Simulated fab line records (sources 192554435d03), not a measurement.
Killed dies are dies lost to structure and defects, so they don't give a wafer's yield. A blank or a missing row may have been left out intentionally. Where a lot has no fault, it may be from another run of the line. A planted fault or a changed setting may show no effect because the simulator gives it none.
fab line records	flow n5-finfet
record: lots: 7	wafers: 21
route steps=1938 shown BEOL_M4@1031 BEOL_M5@1157 BEOL_M6@1194 BEOL_M7@1263
start-h: the number of hours between the record's first day and the start of the first shown wafer of the lot	wait-h: hours from the lot's prior step to this one	" repeats the value in the row above	L1.1+2: one row covering several wafers at once	- no value, or no start was given	* or withheld: withheld	< > ~ a bound
route shown NAME@n: NAME is a module with steps in the file, n the number in the route of the first one	usual: mean/standard deviation of fault-free wafers	same: alike in all rows	chamber/n: place in a boat	sites: per-site readings	_std_site: how widely they spread, as a standard deviation	_edge_site: outer sites' mean less inner sites'	radius-mm: how far each site lies from the wafer's centre	mask NAME#n: copy n	behind: the tool/chamber that last shaped the wafer	hold: cause of the lot's hold/its duration in hours/its outcome	device: the transistor (n, p or np) that didn't switch	end of line: the same wafers' tests at the end of the route	where a step has no rows: the recipe by itself	killed: count of dies lost to structure and defects at first sort (not the wafer's yield)	map: a wafer's dies, x killed, . not, _ none there
set.NAME: the run value of the setting; set.NAME@STEP: its run value at that earlier step	model.NAME: the simulator's own value behind a step, which no gauge read
lots with deliberately changed settings; one table per step, one row per wafer
== steps ==
step: N5_BEOL_M4_EXPOSE_08
recipe: mask-id: M4	na: 0.33	source-shape: dipole	sigma-inner: 0.369	sigma-outer: 0.767	polarization: unpolarized	dose-mj: 41.25
lot.wafer	tool	chamber	start-h	wait-h	mask	set.dose-mj
L078.2+5	euv-scanner-01	0	192.73	-	M4#0	39.26
L078.4	"	0	"	"	M4#0	41.25
L080.2+3	euv-scanner-01	0	196.73	-	M4#0	41.25
L080.6	"	0	"	"	M4#0	42.68
L083.2+5	euv-scanner-02	0	222.29	-	M4#0	40.13
L083.4	"	0	"	"	M4#0	41.25
L085.1	euv-scanner-02	0	226.92	-	M4#0	43.97
L085.4+6	"	0	"	"	M4#0	41.25
L086.4+5+6	euv-scanner-01	0	227.84	-	M4#0	41.25
L091.3+6	euv-scanner-01	0	265.31	-	M4#0	43.03
L091.4	"	0	"	"	M4#0	41.25
L095.1+2+3	euv-scanner-01	0	289.32	-	M4#0	41.25
step: N5_BEOL_M4_PEB_09
recipe: peb-temp-c: 100	peb-time-s: 60	resist: CAR-EUV
step: N5_BEOL_M4_DEVELOP_10
recipe: develop-time-s: 30	developer: TMAH	resist: CAR-EUV	rinse-liquid: surfactant-rinse	dry: air-spin	dev-temp-c: 23
step: N5_BEOL_M4_CD_MEAS_11
recipe: target-cd-nm: 16.79	landing-energy-ev: 500	detector: se-inlens	polarity: opening
usual: cd-nm: 16.73/0.25
lot.wafer	tool	chamber	start-h	wait-h	set.dose-mj@BEOL_M4_EXPOSE_08	cd-nm
L078.2	cd-sem-02	0	192.86	-	39.26	15.69
L078.4	"	0	"	"	41.25	17.11
L078.5	"	0	"	"	39.26	16.06
L080.2	cd-sem-01	0	196.86	-	41.25	16.97
L080.3	"	0	"	"	41.25	16.67
L080.6	"	0	"	"	42.68	17.37
L083.2	cd-sem-01	0	222.41	-	40.13	16.41
L083.4	"	0	"	"	41.25	16.52
L083.5	"	0	"	"	40.13	15.89
L085.1	cd-sem-02	0	227.05	-	43.97	17.93
L085.4	"	0	"	"	41.25	16.33
L085.6	"	0	"	"	41.25	16.45
L086.4	cd-sem-01	0	227.96	-	41.25	16.99
L086.5	"	0	"	"	41.25	16.87
L086.6	"	0	"	"	41.25	17.47
L091.3	cd-sem-01	0	265.43	-	43.03	17.29
L091.4	"	0	"	"	41.25	16.82
L091.6	"	0	"	"	43.03	17.79
L095.1	cd-sem-01	0	289.45	-	41.25	16.74
L095.2	"	0	"	"	41.25	16.82
L095.3	"	0	"	"	41.25	16.62
step: N5_BEOL_M4_DESCUM_16
recipe: chemistry: O2	time-s: 7	source-power-w: 50	bias-power-w: 20	pressure-mtorr: 20	rf-frequency-hz: 2.712e+07	temp-c: 40	resist: CAR-EUV	o2-flow-sccm: 225
step: N5_BEOL_M4_ETCH_74
recipe: chemistry: N2/H2	target: underlayer	target-depth-a: 65	mask-material: CAR-EUV	time-s: 5.2	ion-energy-ev: 200	pressure-mtorr: 30	source-w: 840	bias-w: 150	n2-flow-sccm: 200	h2-flow-sccm: 200	ends: cleared
lot.wafer	tool	chamber	start-h	wait-h	set.dose-mj@BEOL_M4_EXPOSE_08	model.BEOL_M4.cd-offset-nm
L078.2	rie-diel-03	0	193.02	0.0	39.26	-1.2
L078.4	"	0	"	"	41.25	0
L078.5	"	2	"	"	39.26	-0.8
L080.2+3	rie-diel-02	3,2	197.02	0.0	41.25	0
L080.6	"	2	"	"	42.68	0.4
L083.2	rie-diel-02	1	222.58	0.0	40.13	-0.8
L083.4	"	1	"	"	41.25	-0.2
L083.5	"	0	"	"	40.13	-0.4
L085.1	rie-diel-06	3	227.22	0.0	43.97	1.2
L085.4+6	"	1,2	"	"	41.25	-0.2
L086.4	rie-diel-03	0	228.35	0.0	41.25	0
L086.5+6	"	2,3	"	"	41.25	0.2
L091.3+6	rie-diel-02	3,2	265.78	0.0	43.03	0.8
L091.4	"	1	"	"	41.25	-0.2
L095.1+2+3	rie-diel-02	3,2,0	289.61	0.0	41.25	0
step: N5_BEOL_M4_ETCH_63
recipe: chemistry: CF4	target: SiARC	target-depth-a: 156	mask-material: CAR-EUV	time-s: 26	ion-energy-ev: 80	pressure-mtorr: 40	source-w: 545	bias-w: 36	Ar_flow_sccm: 100	cf4-flow-sccm: 100	ends: cleared
step: N5_BEOL_M4_ETCH_64
recipe: chemistry: N2/H2	target: SOC	target-depth-a: 750	overetch-a: 225	mask-material: SiARC	temp-c: 40	time-s: 121.9	ion-energy-ev: 200	pressure-mtorr: 30	source-w: 840	bias-w: 150	n2-flow-sccm: 200	h2-flow-sccm: 200
lot.wafer	tool	chamber	start-h	wait-h	set.dose-mj@BEOL_M4_EXPOSE_08	model.BEOL_M4.cd-offset-nm
L078.2	rie-diel-03	0	193.06	0.0	39.26	-1.6
L078.4	"	0	"	"	41.25	-0.2
L078.5	"	2	"	"	39.26	-0.6
L080.2	rie-diel-02	3	197.06	0.0	41.25	0
L080.3	"	2	"	"	41.25	-0.2
L080.6	"	2	"	"	42.68	0.4
L083.2	rie-diel-02	1	222.65	0.0	40.13	-0.6
L083.4	"	1	"	"	41.25	-0.2
L083.5	"	0	"	"	40.13	-0.2
L085.1	rie-diel-06	3	227.26	0.0	43.97	1.6
L085.4+6	"	1,2	"	"	41.25	0
L086.4+6	rie-diel-03	0,3	228.40	0.0	41.25	0
L086.5	"	2	"	"	41.25	0.4
L091.3+6	rie-diel-02	3,2	265.82	0.0	43.03	1
L091.4	"	1	"	"	41.25	-0.6
L095.1+2+3	rie-diel-02	3,2,0	289.65	0.0	41.25	0.2
step: N5_BEOL_M4_EXPOSE_25
recipe: mask-id: V3	na: 0.33	source-shape: quasar	sigma-inner: 0.2	sigma-outer: 0.8	polarization: unpolarized	defocus-nm: 5	dose-mj: 63
lot.wafer	tool	chamber	start-h	wait-h	mask	set.dose-mj
L078.2+4+5	euv-scanner-02	0	193.75	-	V3#0	63
L080.2+3	euv-scanner-02	0	197.60	-	V3#0	64.97
L080.6	"	0	"	"	V3#0	63
L083.2+4	euv-scanner-01	0	223.39	-	V3#0	63
L083.5	"	0	"	"	V3#0	61.36
L085.1+4	euv-scanner-02	0	227.92	-	V3#0	59.68
L085.6	"	0	"	"	V3#0	63
L086.4+5	euv-scanner-02	0	229.19	-	V3#0	60.97
L086.6	"	0	"	"	V3#0	63
L091.3+4	euv-scanner-01	0	266.37	-	V3#0	64.91
L091.6	"	0	"	"	V3#0	63
L095.1+2+3	euv-scanner-02	0	290.19	-	V3#0	63
step: N5_BEOL_M4_PEB_26
recipe: peb-temp-c: 100	peb-time-s: 60	resist: CAR-EUV
step: N5_BEOL_M4_DEVELOP_27
recipe: develop-time-s: 30	developer: TMAH	resist: CAR-EUV	rinse-liquid: surfactant-rinse	dry: air-spin	dev-temp-c: 23
step: N5_BEOL_M4_CD_MEAS_28
recipe: target-cd-nm: 26.2	landing-energy-ev: 500	detector: se-inlens	target-cd-y-nm: 24.1	polarity: opening
usual: cd-nm: 26.11/0.24
lot.wafer	tool	chamber	start-h	wait-h	set.dose-mj@BEOL_M4_EXPOSE_25	cd-nm
L078.2	cd-sem-03	0	193.88	-	63	25.84
L078.4	"	0	"	"	63	26.07
L078.5	"	0	"	"	63	26.13
L080.2	cd-sem-01	0	197.74	-	64.97	26.56
L080.3	"	0	"	"	64.97	26.77
L080.6	"	0	"	"	63	25.76
L083.2	cd-sem-01	0	223.53	-	63	26.07
L083.4	"	0	"	"	63	26.27
L083.5	"	0	"	"	61.36	25.81
L085.1	cd-sem-02	0	228.06	-	59.68	25.22
L085.4	"	0	"	"	59.68	24.93
L085.6	"	0	"	"	63	26.06
L086.4	cd-sem-01	0	229.32	-	60.97	25.93
L086.5	"	0	"	"	60.97	25.94
L086.6	"	0	"	"	63	26.63
L091.3	cd-sem-03	0	266.50	-	64.91	26.62
L091.4	"	0	"	"	64.91	26.73
L091.6	"	0	"	"	63	26.26
L095.1	cd-sem-01	0	290.34	-	63	25.91
L095.2	"	0	"	"	63	26.08
L095.3	"	0	"	"	63	26.27
step: N5_BEOL_M4_ETCH_70
recipe: chemistry: N2/H2	target: SOC	target-depth-a: 800	overetch-a: 240	mask-material: SiARC	temp-c: 40	time-s: 130	ion-energy-ev: 200	pressure-mtorr: 30	source-w: 840	bias-w: 150	n2-flow-sccm: 200	h2-flow-sccm: 200
usual: rf-vpp-V: 525.0/2.4
lot.wafer	tool	chamber	start-h	wait-h	set.source-w	rf-vpp-V
L078.2	rie-diel-02	2	195.49	0.0	840	523.4
L078.4	"	0	"	"	840	522.0
L078.5	"	2	"	"	840	522.6
L080.2	rie-diel-06	3	198.79	0.0	840	527.6
L080.3	"	0	"	"	780.1	541.3
L080.6	"	1	"	"	840	522.0
L083.2	rie-diel-03	0	226.08	0.0	840	524.7
L083.4	"	3	"	"	840	524.6
L083.5	"	2	"	"	715.2	554.6
L085.1	rie-diel-02	0	229.15	0.0	840	523.1
L085.4	"	0	"	"	777.3	534.0
L085.6	"	3	"	"	840	523.1
L086.4	rie-diel-06	0	234.07	0.0	840	528.0
L086.5	"	3	"	"	840	528.3
L086.6	"	2	"	"	908.1	511.5
L091.3	rie-diel-06	2	271.83	0.0	799.1	534.9
L091.4	"	0	"	"	840	527.7
L091.6	"	1	"	"	840	521.1
L095.1	rie-diel-06	1	296.05	0.0	840	521.2
L095.2	"	2	"	"	840	525.3
L095.3	"	0	"	"	840	527.8
step: N5_BEOL_M5_VIA_ETCH_34
recipe: chemistry: C4F6/O2	target: SiCOH_lowk	target-depth-a: 883	mask-material: SOC	taper-deg: 4	time-s: 39.2	ion-energy-ev: 250	pressure-mtorr: 30	source-w: 345	bias-w: 185	Ar_flow_sccm: 300	C4F6_flow_sccm: 10	O2_flow_sccm: 10
lot.wafer	tool	chamber	start-h	wait-h	set.source-w	model.etch.depth-nm
L078.2	rie-diel-05	1	205.86	0.0	300.9	81.59
L078.4	"	3	"	"	300.9	81.83
L078.5	"	0	"	"	345	88.82
L080.2	rie-diel-05	2	212.62	0.0	314.7	86.08
L080.3	"	3	"	"	314.7	84.81
L080.6	"	0	"	"	345	90.01
L083.2	rie-diel-05	3	238.75	0.0	345	87.01
L083.4	"	1	"	"	328.3	84.12
L083.5	"	0	"	"	345	88.74
L085.1	rie-diel-05	1	241.33	0.0	345	84.96
L085.4	"	0	"	"	406.3	93.98
L085.6	"	2	"	"	345	87.66
L086.4	rie-diel-05	1	245.99	0.0	345	85.37
L086.5	"	3	"	"	397.2	91.75
L086.6	"	0	"	"	345	88.48
L091.3	rie-diel-01	3	282.12	0.0	345	92.31
L091.4	"	1	"	"	345	90.79
L091.6	"	3	"	"	345	92.75
L095.1	rie-diel-04	0	308.95	0.0	345	88.72
L095.2	"	3	"	"	345	91.03
L095.3	"	2	"	"	345	87.33
step: N5_BEOL_M6_ILD_DEP_00
recipe: material: SiCOH_lowk	target-thk-a: 1797.5	temp-c: 300	precursor: DEMS/porogen	pressure-torr: 5	rf-w: 500	time-s: 33.4
lot.wafer	tool	chamber	start-h	wait-h	set.time-s	model.SiCOH_lowk_of_BEOL_M6_ILD_DEP_00.thk-nm
L078.2	pecvd-02	1	213.88	0.0	29.03	152
L078.4	"	0	"	"	33.4	179
L078.5	"	1	"	"	33.4	177.8
L080.2	pecvd-02	2	219.80	0.0	35.93	187.6
L080.3	"	0	"	"	33.4	177.4
L080.6	"	1	"	"	35.93	190.4
L083.2	pecvd-03	0	247.27	0.0	33.4	175
L083.4	"	2	"	"	33.4	181.6
L083.5	"	1	"	"	33.4	180.6
L085.1	pecvd-03	1	250.09	0.0	33.4	177.8
L085.4	"	0	"	"	33.4	176.4
L085.6	"	2	"	"	36.76	196.6
L086.4	pecvd-03	2	253.46	0.1	33.4	184
L086.5	"	0	"	"	29.24	160
L086.6	"	1	"	"	29.24	161.4
L091.3	pecvd-04	2	289.18	0.0	30.45	160.6
L091.4	"	2	"	"	30.45	163.4
L091.6	"	0	"	"	33.4	180
L095.1	pecvd-03	1	316.35	0.0	33.4	178.6
L095.2	"	0	"	"	33.4	173
L095.3	"	2	"	"	33.4	176.2
step: N5_BEOL_M6_CURE_74
recipe: temp-c: 385	time-s: 240	ambient: He/Ar	material: SiCOH_lowk
lot.wafer	tool	chamber	start-h	wait-h	set.time-s@BEOL_M6_ILD_DEP_00	model.SiCOH_lowk_of_BEOL_M6_ILD_DEP_00.thk-nm
L078.2	uv-cure-02	0	214.02	0.1	29.03	130.8
L078.4	"	0	"	"	33.4	154.2
L078.5	"	0	"	"	33.4	153.4
L080.2	uv-cure-02	2	219.94	0.1	35.93	161.8
L080.3	"	2	"	"	33.4	153
L080.6	"	2	"	"	35.93	164.2
L083.2	uv-cure-03	1	247.53	0.2	33.4	151
L083.4	"	1	"	"	33.4	156.6
L083.5	"	1	"	"	33.4	155.8
L085.1	uv-cure-02	1	250.15	0.0	33.4	153.2
L085.4	"	1	"	"	33.4	152
L085.6	"	1	"	"	36.76	169.6
L086.4	uv-cure-01	1	253.74	0.3	33.4	158.6
L086.5	"	1	"	"	29.24	137.8
L086.6	"	1	"	"	29.24	139
L091.3	uv-cure-01	0	289.51	0.3	30.45	138.4
L091.4	"	0	"	"	30.45	140.8
L091.6	"	0	"	"	33.4	155.2
L095.1	uv-cure-03	2	316.41	0.0	33.4	154
L095.2	"	2	"	"	33.4	149.2
L095.3	"	2	"	"	33.4	152
step: N5_BEOL_M6_THK_MEAS_01
recipe: reads: SiCOH_lowk_of_BEOL_M6_ILD_DEP_00
usual: M6_ILD_THK: 154.3/2.2
lot.wafer	tool	chamber	start-h	wait-h	set.time-s@BEOL_M6_ILD_DEP_00	M6_ILD_THK[nm]
L078.2	film-metro-01	-	214.46	0.4	29.03	130.9
L078.4	"	-	"	"	33.4	154.3
L078.5	"	-	"	"	33.4	153.2
L080.2	film-metro-01	-	220.38	0.4	35.93	161.8
L080.3	"	-	"	"	33.4	153.0
L080.6	"	-	"	"	35.93	164.2
L083.2	film-metro-02	-	247.96	0.4	33.4	150.8
L083.4	"	-	"	"	33.4	156.7
L083.5	"	-	"	"	33.4	155.7
L085.1	film-metro-02	-	250.67	0.4	33.4	153.2
L085.4	"	-	"	"	33.4	152.0
L085.6	"	-	"	"	36.76	169.7
L086.4	film-metro-02	-	254.02	0.2	33.4	158.7
L086.5	"	-	"	"	29.24	137.7
L086.6	"	-	"	"	29.24	139.1
L091.3	film-metro-02	-	289.86	0.3	30.45	138.4
L091.4	"	-	"	"	30.45	140.8
L091.6	"	-	"	"	33.4	155.3
L095.1	film-metro-01	-	316.93	0.4	33.4	154.0
L095.2	"	-	"	"	33.4	149.2
L095.3	"	-	"	"	33.4	151.9
step: N5_BEOL_M6_COAT_59
recipe: resist: SOC	temp-c: 250	time-s: 60	spin-rpm: 1500	resist-thk-nm: 100
lot.wafer	tool	chamber	start-h	wait-h	set.spin-rpm	model.SOC_of_BEOL_M6_COAT_59.thk-nm
L078.2	litho-track-02	0	214.96	0.1	1500	100.2
L078.4	"	0	"	"	1564	98.4
L078.5	"	0	"	"	1500	100.6
L080.2	litho-track-03	0	222.04	0.1	1500	99.6
L080.3	"	0	"	"	1379	103.6
L080.6	"	0	"	"	1500	99.4
L083.2	litho-track-03	0	250.18	0.1	1663	95.4
L083.4	"	0	"	"	1500	100
L083.5	"	0	"	"	1500	100.2
L085.1	litho-track-03	0	252.32	0.1	1500	100.4
L085.4	"	0	"	"	1500	100.2
L085.6	"	0	"	"	1340	106
L086.4	litho-track-05	0	255.57	0.1	1590	97.6
L086.5	"	0	"	"	1500	100.8
L086.6	"	0	"	"	1590	97.8
L091.3+6	litho-track-05	0	290.46	0.1	1655	95.6
L091.4	"	0	"	"	1655	95.8
L095.1+3	litho-track-02	0	317.61	0.1	1500	100
L095.2	"	0	"	"	1500	100.4
step: N5_BEOL_M6_COAT_60
recipe: resist: SiARC	temp-c: 220	time-s: 60	spin-rpm: 1500	resist-thk-nm: 35
step: N5_BEOL_M6_COAT_05
recipe: resist: CAR-ArF	spin-rpm: 1500	resist-thk-nm: 90
step: N5_BEOL_M6_DESCUM_16
recipe: chemistry: O2	time-s: 7.9	source-power-w: 50	bias-power-w: 20	pressure-mtorr: 20	rf-frequency-hz: 2.712e+07	temp-c: 40	resist: CAR-ArF	o2-flow-sccm: 225
step: N5_BEOL_M6_ETCH_61
recipe: chemistry: CF4	target: SiARC	target-depth-a: 455	mask-material: CAR-ArF	time-s: 75.8	ion-energy-ev: 80	pressure-mtorr: 40	source-w: 545	bias-w: 36	Ar_flow_sccm: 100	cf4-flow-sccm: 100	ends: cleared
step: N5_BEOL_M6_ETCH_62
recipe: chemistry: N2/H2	target: SOC	target-depth-a: 1100	overetch-a: 220	mask-material: SiARC	temp-c: 40	time-s: 165	ion-energy-ev: 200	pressure-mtorr: 30	source-w: 840	bias-w: 150	n2-flow-sccm: 200	h2-flow-sccm: 200
lot.wafer	tool	chamber	start-h	wait-h	set.spin-rpm@BEOL_M6_COAT_59	model.etch.depth-nm
L078.2	rie-diel-03	2	215.51	0.0	1500	100.3
L078.4	"	3	"	"	1564	98.44
L078.5	"	0	"	"	1500	100.5
L080.2	rie-diel-03	0	222.47	0.0	1500	99.68
L080.3	"	3	"	"	1379	103.7
L080.6	"	3	"	"	1500	99.34
L083.2	rie-diel-06	2	251.00	0.0	1663	95.32
L083.4	"	0	"	"	1500	100
L083.5	"	3	"	"	1500	100.1
L085.1	rie-diel-06	2	252.87	0.0	1500	100.3
L085.4	"	3	"	"	1500	100.2
L085.6	"	1	"	"	1340	105.9
L086.4	rie-diel-06	0	256.12	0.0	1590	97.54
L086.5	"	3	"	"	1500	100.8
L086.6	"	0	"	"	1590	97.8
L091.3+6	rie-diel-06	0	291.01	0.0	1655	95.64
L091.4	"	3	"	"	1655	95.7
L095.1	rie-diel-03	3	318.10	0.0	1500	100.1
L095.2	"	0	"	"	1500	100.3
L095.3	"	2	"	"	1500	100
step: N5_BEOL_M7_ILD_DEP_00
recipe: material: SiCOH_lowk	target-thk-a: 1797.5	temp-c: 300	precursor: DEMS/porogen	pressure-torr: 5	rf-w: 500	time-s: 33.4
lot.wafer	tool	chamber	start-h	wait-h	set.time-s	model.SiCOH_lowk_of_BEOL_M7_ILD_DEP_00.thk-nm
L078.2	pecvd-01	0	219.96	0.0	37.07	198.8
L078.4	"	2	"	"	33.4	183.6
L078.5	"	0	"	"	37.07	201.6
L080.2	pecvd-03	1	228.13	0.0	31.84	170.4
L080.3	"	0	"	"	31.84	169.6
L080.6	"	0	"	"	33.4	182.4
L083.2	pecvd-03	1	256.47	0.0	33.4	180.2
L083.4	"	2	"	"	33.4	182.8
L083.5	"	0	"	"	33.4	183.6
L085.1	pecvd-04	1	259.74	0.0	33.4	176.8
L085.4	"	0	"	"	31.65	173.6
L085.6	"	1	"	"	31.65	172
L086.4	pecvd-04	1	261.86	0.1	33.4	180.6
L086.5	"	1	"	"	35.74	192.2
L086.6	"	0	"	"	33.4	178.8
L091.3	pecvd-03	0	294.98	0.0	33.4	178.6
L091.4	"	0	"	"	37.25	203.2
L091.6	"	1	"	"	33.4	184.4
L095.1+2+3	pecvd-03	1,2,0	322.35	0.0	33.4	181.6
step: N5_BEOL_M7_CURE_74
recipe: temp-c: 385	time-s: 240	ambient: He/Ar	material: SiCOH_lowk
lot.wafer	tool	chamber	start-h	wait-h	set.time-s@BEOL_M7_ILD_DEP_00	model.SiCOH_lowk_of_BEOL_M7_ILD_DEP_00.thk-nm
L078.2	uv-cure-01	1	220.20	0.2	37.07	171.6
L078.4	"	1	"	"	33.4	158.4
L078.5	"	1	"	"	37.07	174.2
L080.2	uv-cure-03	1	228.27	0.1	31.84	146.8
L080.3	"	1	"	"	31.84	146.2
L080.6	"	1	"	"	33.4	157.4
L083.2	uv-cure-01	0	256.62	0.1	33.4	155.4
L083.4	"	0	"	"	33.4	157.6
L083.5	"	0	"	"	33.4	158.4
L085.1	uv-cure-03	0	259.83	0.1	33.4	152.4
L085.4	"	0	"	"	31.65	149.6
L085.6	"	0	"	"	31.65	148.2
L086.4	uv-cure-01	2	262.28	0.4	33.4	155.8
L086.5	"	2	"	"	35.74	166
L086.6	"	2	"	"	33.4	154.2
L091.3	uv-cure-02	0	295.20	0.2	33.4	154
L091.4	"	0	"	"	37.25	175.4
L091.6	"	0	"	"	33.4	159.2
L095.1+2+3	uv-cure-01	0	322.41	0.0	33.4	156.6
step: N5_BEOL_M7_THK_MEAS_01
recipe: reads: SiCOH_lowk_of_BEOL_M7_ILD_DEP_00
usual: M7_ILD_THK: 156.5/1.8
lot.wafer	tool	chamber	start-h	wait-h	set.time-s@BEOL_M7_ILD_DEP_00	M7_ILD_THK[nm]
L078.2	film-metro-01	-	221.04	0.7	37.07	171.5
L078.4	"	-	"	"	33.4	158.3
L078.5	"	-	"	"	37.07	174.1
L080.2	film-metro-01	-	228.71	0.4	31.84	146.7
L080.3	"	-	"	"	31.84	146.2
L080.6	"	-	"	"	33.4	157.4
L083.2	film-metro-01	-	257.05	0.4	33.4	155.3
L083.4	"	-	"	"	33.4	157.7
L083.5	"	-	"	"	33.4	158.4
L085.1	film-metro-02	-	260.34	0.4	33.4	152.5
L085.4	"	-	"	"	31.65	149.5
L085.6	"	-	"	"	31.65	148.2
L086.4	film-metro-01	-	262.55	0.2	33.4	155.7
L086.5	"	-	"	"	35.74	165.9
L086.6	"	-	"	"	33.4	154.2
L091.3	film-metro-01	-	295.55	0.3	33.4	154.0
L091.4	"	-	"	"	37.25	175.3
L091.6	"	-	"	"	33.4	159.1
L095.1	film-metro-02	-	322.92	0.4	33.4	156.6
L095.2	"	-	"	"	33.4	156.7
L095.3	"	-	"	"	33.4	156.5
== key ==
split: step: N5_BEOL_M4_EXPOSE_08	setting: dose-mj	stated: 41.25	by: wafer
response: step: N5_BEOL_M4_CD_MEAS_11	reading: cd-nm	change: +0.211	per: 1%	r: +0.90
response: step: N5_BEOL_M4_ETCH_74	reading: model.BEOL_M4.cd-offset-nm	change: +0.199	per: 1%	r: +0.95
response: step: N5_BEOL_M4_ETCH_64	reading: model.BEOL_M4.cd-offset-nm	change: +0.23	per: 1%	r: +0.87
split: step: N5_BEOL_M4_EXPOSE_25	setting: dose-mj	stated: 63	by: wafer
response: step: N5_BEOL_M4_CD_MEAS_28	reading: cd-nm	change: +0.194	per: 1%	r: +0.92
split: step: N5_BEOL_M4_ETCH_70	setting: source-w	stated: 840	by: wafer
response: step: N5_BEOL_M4_ETCH_70	reading: rf-vpp-V	change: -1.99	per: 1%	r: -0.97
split: step: N5_BEOL_M5_VIA_ETCH_34	setting: source-w	stated: 345	by: wafer
response: step: N5_BEOL_M5_VIA_ETCH_34	reading: model.etch.depth-nm	change: +0.443	per: 1%	r: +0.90
split: step: N5_BEOL_M6_ILD_DEP_00	setting: time-s	stated: 33.4	by: wafer
response: step: N5_BEOL_M6_ILD_DEP_00	reading: model.SiCOH_lowk_of_BEOL_M6_ILD_DEP_00.thk-nm	change: +1.92	per: 1%	r: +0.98
response: step: N5_BEOL_M6_CURE_74	reading: model.SiCOH_lowk_of_BEOL_M6_ILD_DEP_00.thk-nm	change: +1.66	per: 1%	r: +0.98
response: step: N5_BEOL_M6_THK_MEAS_01	reading: M6_ILD_THK	change: +1.66	per: 1%	r: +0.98
split: step: N5_BEOL_M6_COAT_59	setting: spin-rpm	stated: 1500	by: wafer
response: step: N5_BEOL_M6_COAT_59	reading: model.SOC_of_BEOL_M6_COAT_59.thk-nm	change: -0.49	per: 1%	r: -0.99
response: step: N5_BEOL_M6_ETCH_62	reading: model.etch.depth-nm	change: -0.492	per: 1%	r: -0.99
split: step: N5_BEOL_M7_ILD_DEP_00	setting: time-s	stated: 33.4	by: wafer
response: step: N5_BEOL_M7_ILD_DEP_00	reading: model.SiCOH_lowk_of_BEOL_M7_ILD_DEP_00.thk-nm	change: +1.7	per: 1%	r: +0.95
response: step: N5_BEOL_M7_CURE_74	reading: model.SiCOH_lowk_of_BEOL_M7_ILD_DEP_00.thk-nm	change: +1.48	per: 1%	r: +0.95
response: step: N5_BEOL_M7_THK_MEAS_01	reading: M7_ILD_THK	change: +1.48	per: 1%	r: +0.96
